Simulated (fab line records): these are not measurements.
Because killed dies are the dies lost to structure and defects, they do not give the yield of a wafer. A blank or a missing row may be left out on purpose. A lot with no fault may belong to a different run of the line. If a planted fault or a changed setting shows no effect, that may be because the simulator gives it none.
Matching of chambers | flow n5_finfet | ald_sin-04 running N5_FIN_SAQP_SPACER1_ALD_24: 4 sister chambers
The step deposits SiO2, target thk 20.3 nm, pulse time 1 s, purge time 2 s. 14 wafers are shown with their chamber, then 7 later ones without.

== EACH WAFER AND ITS CHAMBER ==
wafer  | chamber | heater_power_w (W) | precursor_pulse_height_rel
L077.2 | 1       | 463                | 0.981
L077.3 | 0       | 433                | 1.031
L077.6 | 0       | 428                | 0.988
L082.1 | 0       | 438                | 0.992
L082.3 | 2       | 523                | 1.000
L082.6 | 3       | 441                | 1.006
L084.1 | 3       | 452                | 0.982
L084.3 | 1       | 457                | 0.986
L084.5 | 3       | 447                | 0.970
L089.1 | 0       | 431                | 1.000
L089.2 | 3       | 446                | 1.041
L089.5 | 0       | 441                | 1.019
L090.2 | 3       | 446                | 1.001
L090.3 | 2       | 523                | 1.039

SIGNATURES (averages over the wafers above)
reading                    | chamber 0 | chamber 1 | chamber 2 | chamber 3 | scatter within a chamber
heater_power_w             | 434.20    | 460.00    | 523.00    | 446.40    | 4.36
precursor_pulse_height_rel | 1.00600   | 0.98350   | 1.01950   | 1.00000   | 0.0225
Rule: a wafer lies at a distance from a chamber equal to the root of the sum of squares, over the readings, of (its reading less the chamber's mean, divided by the reading's scatter). The wafer belongs to the nearest chamber; if the next one is less than 2 further off, it can't be placed. The scatter: take each reading less its chamber's mean, square it, sum over the shown wafers, divide by the number of wafers less the number of chambers, and take the root.

== WAFERS WHOSE CHAMBER IS MISSING ==
wafer  | heater_power_w (W) | precursor_pulse_height_rel
L090.6 | 457                | 1.029
L093.1 | 476                | 1.016
L093.3 | 460                | 0.986
L093.6 | 479                | 1.027
L094.1 | 470                | 1.004
L094.3 | 527                | 1.026
L094.4 | 422                | 1.016

== WHICH CHAMBER EACH ONE RAN IN ==
wafer  | from the rows above     | in truth
L090.6 | can't be placed: 1 or 3 | 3
L093.1 | 1                       | 1
L093.3 | 1                       | 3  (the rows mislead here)
L093.6 | 1                       | 1
L094.1 | 1                       | 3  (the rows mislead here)
L094.3 | 2                       | 2
L094.4 | 0                       | 0
Placed correctly: 4 of 7. These rows do not allow placing 1 (true chamber among the candidates in 1). 2 placed wrongly.
